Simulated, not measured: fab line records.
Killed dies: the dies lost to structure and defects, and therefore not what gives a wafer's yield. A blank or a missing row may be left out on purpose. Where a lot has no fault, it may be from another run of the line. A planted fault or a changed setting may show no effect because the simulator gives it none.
The tool behind it: which one? || flow n5 finfet || 25 wafers from 9 lots sampled at 3 of the route's 1938 steps

WHAT THE GAUGES SHOWED, per wafer
N5_BEOL_M10_INSPECT_30: inspects for defects (brightfield).
{"lot": "L936", "measured": "day 10 07:44", "on": "defect inspect-02", "raw defect count": "457 420"}
{"lot": "L937", "measured": "day 10 15:58", "on": "defect inspect-01", "raw defect count": "300 286 249"}
{"lot": "L939", "measured": "day 10 22:24", "on": "defect inspect-02", "raw defect count": "256 380 491"}
{"lot": "L938", "measured": "day 11 18:34", "on": "defect inspect-01", "raw defect count": "506 475"}
{"lot": "L943", "measured": "day 11 18:44", "on": "defect inspect-01", "raw defect count": "398 306 302"}
{"lot": "L940", "measured": "day 12 19:30", "on": "defect inspect-01", "raw defect count": "355 401 362"}
{"lot": "L955", "measured": "day 16 04:14", "on": "defect inspect-02", "raw defect count": "1664 1698 1707"}
{"lot": "L957", "measured": "day 16 04:23", "on": "defect inspect-01", "raw defect count": "1803 1694 1902"}
{"lot": "L958", "measured": "day 16 14:35", "on": "defect inspect-01", "raw defect count": "360 351 405"}

WHICH TOOL RAN EACH LOT (tool, then ch and the chambers of the sampled wafers, then the start)
{"lot": "L936", "N5_BEOL_M10_DESCUM_16": "rie diel-06 ch 1,3, day 10 04:05", "N5_BEOL_M10_ETCH_61": "rie diel-06 ch 1,3, day 10 04:08"}
{"lot": "L937", "N5_BEOL_M10_DESCUM_16": "rie diel-06 ch 0,1,2, day 10 12:55", "N5_BEOL_M10_ETCH_61": "rie diel-06 ch 0,1,2, day 10 12:57"}
{"lot": "L939", "N5_BEOL_M10_DESCUM_16": "rie diel-05 ch 2,3, day 10 21:12", "N5_BEOL_M10_ETCH_61": "rie diel-05 ch 2,3, day 10 21:14"}
{"lot": "L938", "N5_BEOL_M10_DESCUM_16": "rie diel-04 ch 0,1, day 11 16:07", "N5_BEOL_M10_ETCH_61": "rie diel-04 ch 0,1, day 11 16:10"}
{"lot": "L943", "N5_BEOL_M10_DESCUM_16": "rie diel-04 ch 0,1,2, day 11 16:22", "N5_BEOL_M10_ETCH_61": "rie diel-04 ch 0,1,2, day 11 16:25"}
{"lot": "L940", "N5_BEOL_M10_DESCUM_16": "rie diel-05 ch 0,1, day 12 18:32", "N5_BEOL_M10_ETCH_61": "rie diel-05 ch 0,1, day 12 18:34"}
{"lot": "L955", "N5_BEOL_M10_DESCUM_16": "rie diel-06 ch 0,1,3, day 16 02:19", "N5_BEOL_M10_ETCH_61": "rie diel-06 ch 0,1,3, day 16 02:21"}
{"lot": "L957", "N5_BEOL_M10_DESCUM_16": "rie diel-06 ch 0,2,3, day 16 02:34", "N5_BEOL_M10_ETCH_61": "rie diel-06 ch 0,2,3, day 16 02:36"}
{"lot": "L958", "N5_BEOL_M10_DESCUM_16": "rie diel-04 ch 1,2, day 16 11:06", "N5_BEOL_M10_ETCH_61": "rie diel-04 ch 1,2, day 16 11:08"}
- N5_BEOL_M10_DESCUM_16: chemistry O2, time 7.9 s.
- N5_BEOL_M10_ETCH_61: etches SiARC in CF4, target depth 39 nm, time 65 s.

THE ANSWER, worked out from the rows above alone
Rule: what is usual is taken from the lots themselves. Put in order of their means at a reading, lots are off if they are a third of the lots or fewer, leave a main group of 4 or more, and stand apart from it by a gap of 3 or more times the standard deviation of the main group's means; of several such gaps the widest counts. A main group is skipped when, at the precision printed for the reading in the tables above, its means are all equal. Also off: a lot with no number at a reading for which 4 or more lots have one. The other lots that the step has rows for count as sound.
Off at N5_BEOL_M10_INSPECT_30 (raw defect count): L955, L957. The main group has a mean of 380 with a standard deviation of 63.
If a tool, at a process step before that reading, ran all the lots that are off and no sound lot after the first of them, it fits. Those tools and the gauges at N5_BEOL_M10_INSPECT_30 are tried in the same way. One fits: rie diel-06 at N5_BEOL_M10_DESCUM_16 and N5_BEOL_M10_ETCH_61. At N5_BEOL_M10_DESCUM_16 its last sound lot is L937 (day 10 12:55), its first lot that is off L955 (day 16 02:19): a fault that began between those two fits.

WHAT THE SIMULATOR HAD INSERTED
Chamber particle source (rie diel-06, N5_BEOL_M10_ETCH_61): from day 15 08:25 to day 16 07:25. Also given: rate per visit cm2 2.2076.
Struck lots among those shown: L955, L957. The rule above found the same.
